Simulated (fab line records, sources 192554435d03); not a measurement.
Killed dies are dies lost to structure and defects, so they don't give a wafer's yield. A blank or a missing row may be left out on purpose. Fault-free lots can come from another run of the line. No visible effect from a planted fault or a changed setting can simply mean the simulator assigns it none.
Chamber matching / flow n5_finfet / 3 sister chambers for N5_FIN_SAQP_HM_DEP_03 on pecvd-04
The step deposits SiNx from SiH4/NH3/N2, target thk 38 nm, time 33.6 s. 22 wafers are shown with their chamber, then 11 later ones without.

## WAFERS PAIRED WITH THEIR CHAMBERS
wafer=L075.1; chamber=0; showerhead_plenum_p_Torr (Torr)=5.14; throttle_valve_pct (%)=39.9; heater_power_w (W)=924
wafer=L075.4; chamber=2; showerhead_plenum_p_Torr (Torr)=5.00; throttle_valve_pct (%)=39.8; heater_power_w (W)=918
wafer=L075.5; chamber=1; showerhead_plenum_p_Torr (Torr)=5.07; throttle_valve_pct (%)=37.7; heater_power_w (W)=765
wafer=L076.1; chamber=1; showerhead_plenum_p_Torr (Torr)=5.07; throttle_valve_pct (%)=37.8; heater_power_w (W)=754
wafer=L076.2; chamber=2; showerhead_plenum_p_Torr (Torr)=5.00; throttle_valve_pct (%)=39.7; heater_power_w (W)=856
wafer=L076.3; chamber=0; showerhead_plenum_p_Torr (Torr)=5.12; throttle_valve_pct (%)=40.1; heater_power_w (W)=821
wafer=L076.4; chamber=1; showerhead_plenum_p_Torr (Torr)=5.06; throttle_valve_pct (%)=37.6; heater_power_w (W)=747
wafer=L076.5; chamber=2; showerhead_plenum_p_Torr (Torr)=5.01; throttle_valve_pct (%)=39.7; heater_power_w (W)=880
wafer=L076.6; chamber=0; showerhead_plenum_p_Torr (Torr)=5.12; throttle_valve_pct (%)=39.8; heater_power_w (W)=857
wafer=L084.1; chamber=0; showerhead_plenum_p_Torr (Torr)=5.11; throttle_valve_pct (%)=40.4; heater_power_w (W)=952
wafer=L084.2; chamber=2; showerhead_plenum_p_Torr (Torr)=5.01; throttle_valve_pct (%)=40.3; heater_power_w (W)=848
wafer=L084.5; chamber=1; showerhead_plenum_p_Torr (Torr)=5.07; throttle_valve_pct (%)=37.6; heater_power_w (W)=757
wafer=L087.1; chamber=2; showerhead_plenum_p_Torr (Torr)=5.00; throttle_valve_pct (%)=40.1; heater_power_w (W)=824
wafer=L087.2; chamber=1; showerhead_plenum_p_Torr (Torr)=5.09; throttle_valve_pct (%)=37.9; heater_power_w (W)=832
wafer=L087.3; chamber=0; showerhead_plenum_p_Torr (Torr)=5.12; throttle_valve_pct (%)=40.1; heater_power_w (W)=926
wafer=L087.4; chamber=0; showerhead_plenum_p_Torr (Torr)=5.13; throttle_valve_pct (%)=40.4; heater_power_w (W)=883
wafer=L087.5; chamber=1; showerhead_plenum_p_Torr (Torr)=5.07; throttle_valve_pct (%)=37.9; heater_power_w (W)=827
wafer=L087.6; chamber=2; showerhead_plenum_p_Torr (Torr)=4.99; throttle_valve_pct (%)=40.3; heater_power_w (W)=795
wafer=L091.4; chamber=1; showerhead_plenum_p_Torr (Torr)=5.07; throttle_valve_pct (%)=38.0; heater_power_w (W)=773
wafer=L091.5; chamber=0; showerhead_plenum_p_Torr (Torr)=5.13; throttle_valve_pct (%)=40.5; heater_power_w (W)=1022
wafer=L091.6; chamber=2; showerhead_plenum_p_Torr (Torr)=4.98; throttle_valve_pct (%)=40.3; heater_power_w (W)=953
wafer=L093.1; chamber=1; showerhead_plenum_p_Torr (Torr)=5.06; throttle_valve_pct (%)=38.2; heater_power_w (W)=819

SIGNATURES (averages over the wafers above)
reading=showerhead_plenum_p_Torr; chamber 0=5.1243; chamber 1=5.0700; chamber 2=4.9986; scatter within a chamber=0.00989
reading=throttle_valve_pct; chamber 0=40.171; chamber 1=37.837; chamber 2=40.029; scatter within a chamber=0.254
reading=heater_power_w; chamber 0=912.14; chamber 1=784.25; chamber 2=867.71; scatter within a chamber=52.7
Rule: a wafer's distance from a chamber is the root of the sum, over the readings, of the square of ((its reading less the chamber's mean) divided by the reading's scatter). The wafer belongs to the nearest chamber; if the next one is less than 2 further off, it can't be placed. The scatter: the root of (the sum of the squares of (reading less its chamber's mean) over the shown wafers, divided by (wafers less chambers)).

## WAFERS MISSING THEIR CHAMBER
wafer=L093.3; showerhead_plenum_p_Torr (Torr)=5.00; throttle_valve_pct (%)=40.7; heater_power_w (W)=811
wafer=L093.4; showerhead_plenum_p_Torr (Torr)=5.08; throttle_valve_pct (%)=37.7; heater_power_w (W)=792
wafer=L094.1; showerhead_plenum_p_Torr (Torr)=5.12; throttle_valve_pct (%)=40.3; heater_power_w (W)=915
wafer=L094.3; showerhead_plenum_p_Torr (Torr)=5.01; throttle_valve_pct (%)=40.7; heater_power_w (W)=813
wafer=L094.6; showerhead_plenum_p_Torr (Torr)=5.12; throttle_valve_pct (%)=40.6; heater_power_w (W)=915
wafer=L096.1; showerhead_plenum_p_Torr (Torr)=5.00; throttle_valve_pct (%)=40.6; heater_power_w (W)=963
wafer=L096.2; showerhead_plenum_p_Torr (Torr)=5.12; throttle_valve_pct (%)=40.4; heater_power_w (W)=922
wafer=L096.3; showerhead_plenum_p_Torr (Torr)=5.06; throttle_valve_pct (%)=38.2; heater_power_w (W)=842
wafer=L096.4; showerhead_plenum_p_Torr (Torr)=5.13; throttle_valve_pct (%)=40.6; heater_power_w (W)=943
wafer=L096.5; showerhead_plenum_p_Torr (Torr)=5.00; throttle_valve_pct (%)=40.7; heater_power_w (W)=935
wafer=L096.6; showerhead_plenum_p_Torr (Torr)=5.08; throttle_valve_pct (%)=38.4; heater_power_w (W)=836

## WHICH CHAMBER EACH ONE RAN IN
wafer=L093.3; from the rows above=2; in truth=2
wafer=L093.4; from the rows above=1; in truth=1
wafer=L094.1; from the rows above=0; in truth=0
wafer=L094.3; from the rows above=2; in truth=2
wafer=L094.6; from the rows above=0; in truth=0
wafer=L096.1; from the rows above=2; in truth=2
wafer=L096.2; from the rows above=0; in truth=0
wafer=L096.3; from the rows above=1; in truth=1
wafer=L096.4; from the rows above=0; in truth=0
wafer=L096.5; from the rows above=2; in truth=2
wafer=L096.6; from the rows above=1; in truth=1
Correct placement for 11 of the 11. Not placeable from these rows: 0. 0 placed wrongly.
